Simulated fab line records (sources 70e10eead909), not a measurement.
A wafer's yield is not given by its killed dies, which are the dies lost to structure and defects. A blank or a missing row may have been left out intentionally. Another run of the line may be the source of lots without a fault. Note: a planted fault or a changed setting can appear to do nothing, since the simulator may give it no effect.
fab line records -- flow nand_harc
record lots=6, wafers=18, last_day=33
route steps=1302 shown A_CHANNEL_FILL_D2@612 A_STAIRCASE@639 END@1302
lots untouched by any fault: they come from a run of this same line in which no faults occurred
start_h: hours from the record's opening day to when the first of the lot's shown wafers began -- wait_h: hours since the lot's step before -- " same as the row above -- L1.1+2: a single row standing in for several wafers -- - no value present, or no start provided -- * or withheld: withheld -- < > ~ a bound
route shown NAME@n: names a module that has steps shown in the file, with the first one's number in the route -- usual: mean/standard deviation taken from wafers without a fault -- same: alike in all rows -- chamber/n: place in a boat -- sites: readings site by site -- _std_site: how widely they spread, as a standard deviation -- _edge_site: inner sites' mean taken away from outer sites' mean -- radius_mm: how far each site lies from the wafer's centre -- mask NAME#n: copy n -- behind: the last tool/chamber to shape the wafer -- hold: cause of the lot's hold/its duration in hours/its outcome -- device: which transistor (n, p or np) failed to switch -- end of line: tests run on the same wafers once the route is complete -- a step with no rows: only its recipe -- killed: dies that structure and defects cost at the first sort, which is not the same as the wafer's yield -- map: a wafer's dies, x killed, . not, _ none there
set.NAME: the setting the step ran with; set.NAME@STEP: the setting that earlier step ran with -- model.NAME: the simulator's own value behind a step, which no gauge read
lots at some steps of the route; a table a step, a row a wafer
services: when a tool's chamber went out of use (start_h, in hours from the record's first day, below 0 if earlier), for how many hours, and the reason
## steps
# step NHARC_A_CHANNEL_FILL_D2_ALD_02
# recipe target_thk_a=60, pulse_time_s=10, ald_cycles=60, temp_c=300, material=SiO2
# step NHARC_A_CHANNEL_FILL_D2_ALD_03
# recipe target_thk_a=60, pulse_time_s=60, ald_cycles=58, temp_c=630, pressure_torr=2, material=SiNx
# usual precursor_pulse_height_rel=0.998/0.02
lot.wafer,tool,chamber,start_h,wait_h,precursor_pulse_height_rel
L998.2,ald_sin_batch-02,0,-,-,0.999
L998.4,ald_sin_batch-02,0,-,-,0.949
L998.6,ald_sin_batch-02,0,-,-,0.974
L102.2,ald_sin_batch-01,0,-,-,0.977
L102.4,ald_sin_batch-01,0,-,-,1.025
L102.5,ald_sin_batch-01,0,-,-,0.986
L107.1,ald_sin_batch-03,0,-,-,0.988
L107.4,ald_sin_batch-03,0,-,-,1.032
L107.5,ald_sin_batch-03,0,-,-,1.002
L108.1,ald_sin_batch-03,0,-,-,0.985
L108.3,ald_sin_batch-03,0,-,-,0.998
L108.5,ald_sin_batch-03,0,-,-,0.989
L113.1,ald_sin_batch-03,0,-,-,0.978
L113.3,ald_sin_batch-03,0,-,-,0.989
L113.4,ald_sin_batch-03,0,-,-,0.993
L115.3,ald_sin_batch-03,0,-,-,1.014
L115.4,ald_sin_batch-03,0,-,-,0.980
L115.6,ald_sin_batch-03,0,-,-,0.972
# step NHARC_A_CHANNEL_FILL_D2_ALD_14
# recipe target_thk_a=25, pulse_time_s=10, ald_cycles=25, temp_c=300, material=SiO2
# usual heater_power_w=459/36, precursor_pulse_height_rel=1.001/0.018
lot.wafer,tool,chamber,start_h,wait_h,heater_power_w,precursor_pulse_height_rel
L998.4,ald_hk-01,3,361.22,0.0,466,1.015
L998.2,ald_hk-01,2,361.22,0.0,437,0.999
L998.6,ald_hk-01,0,361.22,0.0,502,0.990
L102.2,ald_hk-02,2,404.80,0.1,462,1.017
L102.4,ald_hk-02,3,404.80,0.1,507,1.012
L102.5,ald_hk-02,1,404.80,0.1,442,0.980
L108.1,ald_hk-02,0,461.92,0.0,446,0.984
L108.3,ald_hk-02,3,461.92,0.0,490,1.005
L108.5,ald_hk-02,0,461.92,0.0,440,1.005
L107.1,ald_hk-01,3,461.93,0.0,465,1.021
L107.4,ald_hk-01,2,461.93,0.0,437,0.977
L107.5,ald_hk-01,3,461.93,0.0,461,0.978
L113.1,ald_hk-02,2,523.75,0.0,470,1.021
L113.4,ald_hk-02,3,523.75,0.0,505,1.016
L113.3,ald_hk-02,0,523.75,0.0,448,1.014
L115.4,ald_hk-03,3,533.80,0.3,392,1.001
L115.3,ald_hk-03,0,533.80,0.3,540,1.001
L115.6,ald_hk-03,1,533.80,0.3,438,1.015
# step NHARC_A_CHANNEL_FILL_D2_ALD_15
# recipe target_thk_a=20, pulse_time_s=60, ald_cycles=19, temp_c=630, pressure_torr=2, material=SiNx
# step NHARC_A_CHANNEL_FILL_D2_ALD_16
# recipe target_thk_a=15, pulse_time_s=10, ald_cycles=15, temp_c=300, material=SiO2
# step NHARC_A_CHANNEL_FILL_D2_ANNEAL_17
# recipe temp_c=850, time_s=1800
# step NHARC_A_CHANNEL_FILL_D2_CVD_18
# recipe target_thk_a=30, temp_c=550, material=poly-Si
# step NHARC_A_CHANNEL_FILL_D2_ETCHBACK_19
# recipe target_depth_a=50, time_s=1.7, hbr_flow_sccm=150, cl2_flow_sccm=50, rf_w=400, icp_w=400, bias_w=100, chemistry=HBr/Cl2
# step NHARC_A_CHANNEL_FILL_D2_ETCHBACK_20
# recipe target_depth_a=270, time_s=13.5, c4f8_flow_sccm=withheld, o2_flow_sccm=8, ar_flow_sccm=withheld, rf_w=600, bias_w=1500, chemistry=C4F8/O2/Ar
# step NHARC_A_CHANNEL_FILL_D2_STRIP_28
# recipe time_s=20, o2_flow_sccm=500, ar_flow_sccm=0, bias_w=0, chemistry=O2
# usual drypump_motor_current_A=5.6/0.4, oes_product_au=1.002/0.0086, rf_vpp_V=57.7/0.86, showerhead_plenum_p_Torr=3.47/0.13, throttle_valve_pct=17.038/0.0096
# same bias_w=0
lot.wafer,tool,chamber,start_h,wait_h,drypump_motor_current_A,oes_product_au,rf_hours_counter_h,rf_vpp_V,showerhead_plenum_p_Torr,throttle_valve_pct
L998.2,rie_diel-04,3,378.64,0.1,6.0,1.013,1,59.4,3.78,17.031
L998.4,rie_diel-04,0,378.64,0.1,5.7,1.010,1,57.1,3.33,17.046
L998.6,rie_diel-04,2,378.64,0.1,5.2,1.015,-,56.4,3.48,17.041
L102.2,rie_diel-04,2,422.02,0.1,5.2,1.003,1,57.6,3.48,17.032
L102.4,rie_diel-04,3,422.02,0.1,6.1,0.996,2,57.6,3.78,17.033
L102.5,rie_diel-04,2,422.02,0.1,5.2,1.016,-,58.0,3.48,17.047
L108.1,rie_diel-13,0,478.78,0.1,5.2,1.001,23,57.4,3.35,17.047
L108.3,rie_diel-13,2,478.78,0.1,6.2,1.011,23,55.7,3.34,17.041
L108.5,rie_diel-13,1,478.78,0.1,5.2,1.007,-,58.0,3.51,17.042
L107.4,rie_diel-04,2,478.78,0.1,5.2,1.009,3,57.6,3.48,17.030
L107.1,rie_diel-04,3,478.78,0.1,6.0,1.002,4,59.0,3.78,17.029
L107.5,rie_diel-04,2,478.78,0.1,5.2,1.004,-,57.9,3.48,17.034
L113.1,rie_diel-10,2,541.47,0.1,5.6,0.999,4,56.8,3.45,17.029
L113.3,rie_diel-10,1,541.47,0.1,5.9,0.991,4,56.4,3.42,17.041
L113.4,rie_diel-10,1,541.47,0.1,5.9,0.983,-,58.2,3.42,17.054
L115.3,rie_diel-04,1,550.73,0.1,5.6,1.004,0,58.2,3.48,17.055
L115.4,rie_diel-04,2,550.73,0.1,5.2,1.011,0,57.0,3.48,17.019
L115.6,rie_diel-04,1,550.73,0.1,5.5,1.002,-,58.9,3.48,17.018
# step NHARC_A_CHANNEL_FILL_D2_PRECLEAN_21
# recipe time_s=30, chemistry=dHF
# step NHARC_A_CHANNEL_FILL_D2_SRD_23
# step NHARC_A_CHANNEL_FILL_D2_CVD_05
# recipe target_thk_a=50, temp_c=550, material=poly-Si
# usual spike_tc_centre_C=550.9/0.98, zone_power_upper_pct=7.69/0.24
lot.wafer,tool,chamber,start_h,wait_h,spike_tc_centre_C,zone_power_upper_pct
L998.2,lpcvd_poly-03,0,381.19,2.4,550.6,7.75
L998.4,lpcvd_poly-03,0,381.19,2.4,549.7,7.91
L998.6,lpcvd_poly-03,0,381.19,2.4,550.1,8.02
L102.2,lpcvd_poly-03,0,424.57,2.4,551.3,7.81
L102.4,lpcvd_poly-03,0,424.57,2.4,550.0,7.75
L102.5,lpcvd_poly-03,0,424.57,2.4,550.5,8.06
L107.1,lpcvd_poly-01,0,481.51,2.6,551.0,7.50
L107.4,lpcvd_poly-01,0,481.51,2.6,551.5,7.55
L107.5,lpcvd_poly-01,0,481.51,2.6,551.7,7.45
L108.1,lpcvd_poly-01,0,481.51,2.6,549.6,7.64
L108.3,lpcvd_poly-01,0,481.51,2.6,551.9,7.60
L108.5,lpcvd_poly-01,0,481.51,2.6,550.2,7.54
L113.1,lpcvd_poly-03,0,544.03,2.4,549.7,7.99
L113.3,lpcvd_poly-03,0,544.03,2.4,550.6,7.95
L113.4,lpcvd_poly-03,0,544.03,2.4,552.4,8.04
L115.3,lpcvd_poly-01,0,553.19,2.3,550.0,7.42
L115.4,lpcvd_poly-01,0,553.19,2.3,552.3,7.67
L115.6,lpcvd_poly-01,0,553.19,2.3,552.0,7.50
# step NHARC_A_CHANNEL_FILL_D2_ANNEAL_22
# recipe temp_c=620, time_s=7200
# step NHARC_A_CHANNEL_FILL_D2_ALD_25
# recipe target_thk_a=600, pulse_time_s=10, ald_cycles=600, temp_c=300, material=SiOx
# step NHARC_A_CHANNEL_FILL_D2_ETCHBACK_08
# recipe target_depth_a=2200, time_s=110, c4f8_flow_sccm=20, ar_flow_sccm=withheld, rf_w=600, bias_w=300, chemistry=C4F8
# step NHARC_A_CHANNEL_FILL_D2_STRIP_29
# recipe time_s=20, o2_flow_sccm=500, ar_flow_sccm=0, bias_w=0, chemistry=O2
# step NHARC_A_CHANNEL_FILL_D2_PRECLEAN_30
# recipe time_s=30, chemistry=dHF
# step NHARC_A_CHANNEL_FILL_D2_SRD_31
# step NHARC_A_CHANNEL_FILL_D2_CVD_09
# recipe target_thk_a=1500, temp_c=620, pressure_mtorr=200, time_s=3000, material=poly-Si
# step NHARC_A_CHANNEL_FILL_D2_CMP_10
# recipe target_thk_nm=150
# usual motor_current_A=12.1/1.1, pad_life_wafers=229/89, slurry_filter_dp_kPa=13.49/0.13, time_to_endpoint_s=15.6/2.5
lot.wafer,tool,chamber,start_h,wait_h,motor_current_A,pad_life_wafers,slurry_filter_dp_kPa,time_to_endpoint_s
L998.2,cmp-04,1,404.88,0.4,13.9,372,13.40,19.7
L998.4,cmp-04,0,404.88,0.4,12.1,375,13.44,20.8
L998.6,cmp-04,2,404.88,0.4,12.7,-,13.36,15.4
L102.2,cmp-01,3,446.17,0.4,12.4,247,13.54,16.0
L102.4,cmp-01,0,446.17,0.4,11.2,248,13.41,13.4
L102.5,cmp-01,2,446.17,0.4,10.4,-,13.43,16.1
L107.1,cmp-03,3,504.79,0.4,10.6,187,13.85,14.1
L107.4,cmp-03,0,504.79,0.4,11.8,188,13.30,13.5
L107.5,cmp-03,2,504.79,0.4,12.2,-,13.72,14.7
L108.1,cmp-03,2,504.92,0.5,11.7,192,13.30,15.7
L108.3,cmp-03,3,504.92,0.5,11.7,193,13.63,14.1
L108.5,cmp-03,3,504.92,0.5,11.7,-,13.44,13.6
L113.1,cmp-03,1,564.68,0.4,12.3,19,13.61,16.5
L113.4,cmp-03,2,564.68,0.4,12.0,20,13.58,15.9
L113.3,cmp-03,3,564.68,0.4,11.5,21,13.59,13.8
L115.4,cmp-01,2,573.88,0.4,10.7,380,13.18,11.8
L115.3,cmp-01,3,573.88,0.4,13.3,381,13.42,17.4
L115.6,cmp-01,1,573.88,0.4,11.8,-,13.36,16.0
# step NHARC_A_CHANNEL_FILL_D2_SRD_12
# step NHARC_A_CHANNEL_FILL_D2_RTA_24
# recipe temp_c=1000, time_s=5
# usual lamp_power_pct=32.9/0.75, wafer_temp_C_max=1007.3/1.9
lot.wafer,tool,chamber,start_h,wait_h,lamp_power_pct,wafer_temp_C_max
L998.2,rtp_anneal-02,0,405.33,0.1,33.6,1007.2
L998.4,rtp_anneal-02,0,405.33,0.1,33.6,1009.1
L998.6,rtp_anneal-02,0,405.33,0.1,33.5,1009.6
L102.2,rtp_anneal-02,0,446.59,0.1,33.5,1006.4
L102.4,rtp_anneal-02,0,446.59,0.1,33.5,1006.3
L102.5,rtp_anneal-02,0,446.59,0.1,33.5,1008.5
L107.1,rtp_anneal-02,0,505.19,0.0,33.5,1009.2
L107.4,rtp_anneal-02,0,505.19,0.0,33.5,1009.1
L107.5,rtp_anneal-02,0,505.19,0.0,33.5,1009.4
L108.1,rtp_anneal-02,0,505.35,0.1,33.5,1009.5
L108.3,rtp_anneal-02,0,505.35,0.1,33.5,1009.4
L108.5,rtp_anneal-02,0,505.35,0.1,33.5,1007.4
L113.1,rtp_anneal-02,0,565.07,0.0,33.6,1007.0
L113.3,rtp_anneal-02,0,565.07,0.0,33.5,1005.4
L113.4,rtp_anneal-02,0,565.07,0.0,33.6,1011.9
L115.3,rtp_anneal-01,0,574.30,0.1,32.0,1006.9
L115.4,rtp_anneal-01,0,574.30,0.1,32.0,1005.3
L115.6,rtp_anneal-01,0,574.30,0.1,32.0,1004.8
# step NHARC_A_STAIRCASE_DEP_156
# recipe target_thk_a=500, temp_c=400, target_thk_nm=50, flow_sccm=200, rf_w=450, material=SiNx
# step NHARC_A_STAIRCASE_DEHYDRATE_158
# recipe temp_c=150, time_s=120
# step NHARC_A_STAIRCASE_HMDS_159
# recipe time_s=30
# step NHARC_A_STAIRCASE_COAT_160
# recipe spin_rpm=1200
# step NHARC_A_STAIRCASE_SOFTBAKE_161
# recipe temp_c=135, time_s=170
# step NHARC_A_STAIRCASE_EBR_162
# step NHARC_A_STAIRCASE_EXPOSE_163
# recipe na=0.5, dose_mj=20.01, mask_id=STAIR_OPEN
# step NHARC_A_STAIRCASE_PEB_164
# recipe peb_temp_c=115, peb_time_s=130
# step NHARC_A_STAIRCASE_DEVELOP_165
# recipe time_s=140
# step NHARC_A_STAIRCASE_HARDBAKE_167
# recipe temp_c=120, time_s=140
# step NHARC_A_STAIRCASE_DESCUM_168
# recipe time_s=3, o2_flow_sccm=200, ar_flow_sccm=0, bias_power_w=0, chemistry=O2
# step NHARC_A_STAIRCASE_ETCH_169
# recipe target_depth_a=500, time_s=107.1, ion_energy_ev=120, ch3f_flow_sccm=50, o2_flow_sccm=30, ar_flow_sccm=200, rf_w=500, bias_w=100, chemistry=CH3F/O2
# step NHARC_A_STAIRCASE_ETCH_170
# recipe target_depth_a=2000, time_s=66.667, ion_energy_ev=250, c4f6_flow_sccm=25, o2_flow_sccm=20, ar_flow_sccm=500, rf_w=600, bias_w=500, chemistry=C4F6/O2
# step NHARC_A_STAIRCASE_STRIP_171
# recipe power_w=1500, temp_c=250, chemistry=O2
# step NHARC_END_SORT_01
# recipe temp_c=25
# usual killed_at_array=59/19, killed_at_other=1.0/1.1, killed_at_periphery=3.8/2.4, killed_dies=64/19, killed_open=3.3/2, killed_short=2.4/1.6
# same gross_dies=677
lot.wafer,tool,chamber,start_h,wait_h,killed_at_array,killed_at_other,killed_at_periphery,killed_dies,killed_open,killed_short
L998.2,prober-01,0,619.84,2.8,76,2,1,79,2,0
L998.4,prober-01,0,621.43,3.4,62,1,8,71,3,4
L998.6,prober-01,0,623.03,4.0,79,2,5,86,3,5
L102.2,prober-01,0,655.40,2.8,99,0,2,101,2,1
L102.4,prober-01,0,656.96,3.3,86,1,1,88,1,0
L102.5,prober-01,0,657.75,3.6,78,1,0,79,2,1
L107.1,prober-01,0,718.52,2.5,130,1,0,131,0,0
L107.4,prober-01,0,720.91,3.4,129,1,1,131,5,1
L107.5,prober-01,0,721.71,3.7,131,5,4,140,2,0
L108.1,prober-02,0,728.37,2.5,158,0,3,161,5,1
L108.3,prober-02,0,729.96,3.1,165,0,2,167,4,3
L108.5,prober-02,0,731.55,3.7,137,0,1,138,0,2
L113.1,prober-02,0,775.17,2.5,62,1,4,67,6,3
L113.3,prober-02,0,776.79,3.1,68,1,7,76,4,1
L113.4,prober-02,0,777.59,3.4,56,0,9,65,2,0
L115.3,prober-01,0,788.33,3.1,69,4,3,76,2,2
L115.4,prober-01,0,789.14,3.4,60,2,2,64,1,1
L115.6,prober-01,0,790.76,4.1,73,2,6,81,6,3
# killed by level:class
L998.2 A_CHANNEL_HOLE_D1:chamber_film_flake=35 A_CHANNEL_HOLE_D2:chamber_film_flake=31 A_CONTACT:chamber_film_flake=4 A_DECK1_JOINT:geometric_particle:open=2 THIN_TSV:chamber_film_flake=2 A_CHANNEL_FILL_D2:chamber_film_flake=2 P_GATE:chamber_film_flake=1 A_ZERO_WELL:chamber_film_flake=1
L998.4 A_CHANNEL_HOLE_D1:chamber_film_flake=25 A_CHANNEL_HOLE_D2:chamber_film_flake=20 P_GATE:chamber_film_flake=7 A_STAIRCASE:chamber_film_flake=3 A_DECK1_JOINT:chamber_film_flake=2 A_CHANNEL_FILL_D2:chamber_film_flake=2 A_CONTACT:chamber_film_flake=2 A_ONON_D1:geometric_particle:short=1
L998.6 A_CHANNEL_HOLE_D1:chamber_film_flake=32 A_CHANNEL_HOLE_D2:chamber_film_flake=29 A_STAIRCASE:chamber_film_flake=5 P_GATE:chamber_film_flake=4 A_CONTACT:chamber_film_flake=4 P_CONTACT:geometric_particle:short=1 A_ONON_D1:geometric_particle:open=1 A_DECK1_JOINT:geometric_particle:open=1
L102.2 A_SLIT:chamber_film_flake=38 A_CHANNEL_HOLE_D1:chamber_film_flake=35 A_STAIRCASE:chamber_film_flake=8 A_CHANNEL_HOLE_D2:chamber_film_flake=7 A_CONTACT:chamber_film_flake=5 A_CHANNEL_FILL_D2:geometric_particle:open=2 A_BONDPAD:chamber_film_flake=2 A_ONON_D2:geometric_particle:short=1
L102.4 A_SLIT:chamber_film_flake=34 A_CHANNEL_HOLE_D1:chamber_film_flake=31 A_CHANNEL_HOLE_D2:chamber_film_flake=14 A_CONTACT:chamber_film_flake=3 A_SGD_CUT:chamber_film_flake=2 STARTING-WAFER:geometric_particle:open=1 P_CONTACT:chamber_film_flake=1 A_STAIRCASE:chamber_film_flake=1
L102.5 A_CHANNEL_HOLE_D1:chamber_film_flake=37 A_SLIT:chamber_film_flake=25 A_CONTACT:chamber_film_flake=6 A_CHANNEL_HOLE_D2:chamber_film_flake=4 A_WL_FILL:chamber_film_flake=2 A_CHANNEL_FILL_D2:geometric_particle:open=1 A_M0:geometric_particle:short=1 STARTING-WAFER:geometric_particle:open=1
L107.1 A_CHANNEL_FILL_D2:unspecified=83 A_SLIT:chamber_film_flake=25 A_CHANNEL_HOLE_D2:chamber_film_flake=11 A_CHANNEL_HOLE_D1:chamber_film_flake=7 A_SGD_CUT:chamber_film_flake=4 THIN_TSV:chamber_film_flake=1
L107.4 A_CHANNEL_FILL_D2:unspecified=80 A_SLIT:chamber_film_flake=18 A_CHANNEL_HOLE_D2:chamber_film_flake=14 A_CHANNEL_HOLE_D1:chamber_film_flake=11 P_GATE:geometric_particle:open=1 A_SOURCE_PLATE:geometric_particle:open=1 A_SOURCE_PLATE:geometric_particle:short=1 A_WL_FILL:geometric_particle:open=1
L107.5 A_CHANNEL_FILL_D2:unspecified=84 A_SLIT:chamber_film_flake=26 A_CHANNEL_HOLE_D2:chamber_film_flake=14 A_CHANNEL_HOLE_D1:chamber_film_flake=5 THIN_TSV:chamber_film_flake=5 P_CONTACT:chamber_film_flake=2 P_CONTACT:geometric_particle:open=1 P_M1:geometric_particle:open=1
L108.1 A_CHANNEL_FILL_D2:unspecified=88 A_CHANNEL_HOLE_D1:chamber_film_flake=30 A_SLIT:chamber_film_flake=26 A_CHANNEL_FILL_D1:geometric_particle:open=2 P_ZERO_WELL:chamber_film_flake=2 A_DECK1_JOINT:chamber_film_flake=2 A_STAIRCASE:chamber_film_flake=2 P_M0:geometric_particle:open=1
L108.3 A_CHANNEL_FILL_D2:unspecified=85 A_CHANNEL_HOLE_D1:chamber_film_flake=32 A_SLIT:chamber_film_flake=28 A_CHANNEL_FILL_D2:chamber_film_flake=3 A_CONTACT:chamber_film_flake=3 A_CHANNEL_FILL_D1:chamber_film_flake=2 A_DECK1_JOINT:chamber_film_flake=2 A_BLC:chamber_film_flake=2
L108.5 A_CHANNEL_FILL_D2:unspecified=86 A_CHANNEL_HOLE_D1:chamber_film_flake=22 A_SLIT:chamber_film_flake=20 A_CONTACT:chamber_film_flake=3 A_DECK1_JOINT:chamber_film_flake=2 A_DECK1_JOINT:geometric_particle:short=1 A_M1:geometric_particle:short=1 P_ZERO_WELL:chamber_film_flake=1
L113.1 A_CHANNEL_HOLE_D2:chamber_film_flake=23 A_CHANNEL_HOLE_D1:chamber_film_flake=13 A_SLIT:chamber_film_flake=8 A_CONTACT:chamber_film_flake=7 P_STI:chamber_film_flake=3 A_CHANNEL_HOLE_D1:geometric_particle:open=2 A_ONON_D2:geometric_particle:open=2 A_DECK1_JOINT:chamber_film_flake=2
L113.3 A_CHANNEL_HOLE_D2:chamber_film_flake=30 A_CHANNEL_HOLE_D1:chamber_film_flake=12 A_SLIT:chamber_film_flake=12 P_M1:chamber_film_flake=5 A_CONTACT:chamber_film_flake=5 A_CHANNEL_FILL_D2:chamber_film_flake=3 A_STAIRCASE:chamber_film_flake=2 P_M0:geometric_particle:open=1
L113.4 A_CHANNEL_HOLE_D2:chamber_film_flake=23 A_SLIT:chamber_film_flake=10 A_CHANNEL_HOLE_D1:chamber_film_flake=7 A_CONTACT:chamber_film_flake=7 P_M1:chamber_film_flake=5 A_CHANNEL_FILL_D2:chamber_film_flake=4 A_STAIRCASE:chamber_film_flake=3 P_STI:chamber_film_flake=2
L115.3 A_SLIT:chamber_film_flake=21 A_CHANNEL_HOLE_D2:chamber_film_flake=18 A_CONTACT:chamber_film_flake=12 A_STAIRCASE:chamber_film_flake=7 THIN_TSV:chamber_film_flake=4 A_CONTACT:geometric_particle:open=2 P_STI:chamber_film_flake=2 A_CHANNEL_FILL_D1:chamber_film_flake=2
L115.4 A_CHANNEL_HOLE_D2:chamber_film_flake=19 A_SLIT:chamber_film_flake=19 A_CONTACT:chamber_film_flake=10 A_STAIRCASE:chamber_film_flake=7 P_GATE:chamber_film_flake=2 THIN_TSV:chamber_film_flake=2 A_CHANNEL_FILL_D2:chamber_film_flake=2 A_CHANNEL_HOLE_D2:geometric_particle:open=1
L115.6 A_SLIT:chamber_film_flake=24 A_CHANNEL_HOLE_D2:chamber_film_flake=21 A_CONTACT:chamber_film_flake=15 A_STAIRCASE:chamber_film_flake=3 P_M0:geometric_particle:open=2 P_GATE:chamber_film_flake=2 A_CHANNEL_FILL_D2:chamber_film_flake=2 A_M0:chamber_film_flake=2
# map L107.5 (x killed, . not)
____________.____________
_________......._________
_______..........._______
______..x..........______
_____.....x........._____
____.......x.........____
____.................____
___.............x.....___
___x...x.........x....___
__xx..........xxxxxx...__
__xx...........x..x....__
_..x...........xxxx....._
_xxxx......x....xxx....._
_.x.x.........xxxxx....._
_xxx..........xx.xx....._
_x............xxx.x....._
...x.........xxxxxx......
..x.....x...xxxxxx.x.....
.x..x......xxxxxxxx......
............xxxxxxxx.....
.x..x......xxxxxxxx......
_..........xxxxxxxx.x..._
_..........x.xxxxxxx...._
_...........xxxxxxxx...._
_..x.........xxxxxx....._
_............xxxxx......_
__..x........xxxx.x....__
__.............x.......__
___...................___
___...................___
____.................____
____..............x..____
_____..............._____
______.............______
_______..........._______
_________......._________
____________.____________
# map L108.3 (x killed, . not)
____________.____________
_________.....x._________
_______..........._______
______.............______
_____..............._____
____.....x.......x...____
____........x....xx..____
___..............x...x___
___.x......x..x.x.xxx.___
__x.x.........xxx....x.__
__xx.........xxx.xx....__
_xxxx..........xxxxxx..._
_..xx.........xxxxx....._
_x.xx.......x.xxxxx....._
_.xxx.........xxxx......_
_xxxx......xx.x.xxx....._
...x.x..x.x.xxxxxx.......
..xx........xxxxxxx......
..xx.........xxxxxxx....x
...x.......xxxxxxxxx.....
..........xxxxxxxxxx.....
_..........xxxxxxxxx...._
_..........xxxxxxxxx...._
_.........x.xxxxxxx....._
_...........xxxxxx......_
_....x....x.xxxxx.x....._
__.....x....x..x...x...__
__..............x......__
___...................___
___.................x.___
____.................____
____..x..............____
_____..............._____
______.............______
_______..........._______
_________......._________
____________.____________
## services
tool,chamber,start_h,hours,kind
cmp-03,-,343.34,1.6,repair
ald_hk-02,-,348.50,10.0,pm
rie_diel-04,-,355.00,9.0,pm
cmp-03,-,356.85,1.6,repair
cmp-03,-,358.46,4.0,pm
rie_diel-10,0,369.15,8.2,repair
cmp-03,-,371.44,1.4,repair
ald_sin_batch-03,-,379.37,7.8,repair
cmp-01,-,381.50,4.0,pm
lpcvd_poly-03,-,386.00,26.0,pm
cmp-01,-,393.07,3.4,repair
rie_diel-04,2,403.56,10.4,repair
cmp-01,-,413.41,4.4,repair
ald_hk-01,-,415.84,0.4,repair
cmp-03,-,456.46,4.0,pm
ald_hk-02,-,457.53,0.7,repair
rie_diel-04,3,463.40,8.2,repair
cmp-01,-,479.50,4.0,pm
lpcvd_poly-03,-,485.12,2.0,repair
rie_diel-04,-,532.00,9.0,pm
cmp-03,-,554.46,4.0,pm
cmp-01,-,556.14,4.3,repair
rie_diel-04,1,560.82,37.2,repair
lpcvd_poly-01,-,568.19,26.0,pm
## key
first_sign step=NHARC_END_SORT_01, reading=killed_at_array, direction=up, sigmas=4.3, usual=59, struck=142
effect step=NHARC_END_SORT_01, reading=killed_dies, direction=up, sigmas=4.2, usual=64, struck=145
more_kills_born_at NHARC_A_CHANNEL_FILL_D2_CVD_05@lpcvd_poly-01=506
met_at NHARC_A_CHANNEL_FILL_D2_CVD_05
struck_wafers L107.1,L107.4,L107.5,L108.1,L108.3,L108.5
tester_left_out L107,L108
fault kind=chamber_particle_source, tool=lpcvd_poly-01, chamber=-, onset_h=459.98, steps=NHARC_A_CHANNEL_FILL_D2_CVD_05, rate_per_visit_cm2=0.87784, end_h=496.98
# tester_left_out: of these lots the tester's yield and bins aren't shown, on N5 and GAA mostly nor the transistor test; their killed dies are dies lost to structure and defects alone, not to doping, threshold or leakage, so they don't give the yield
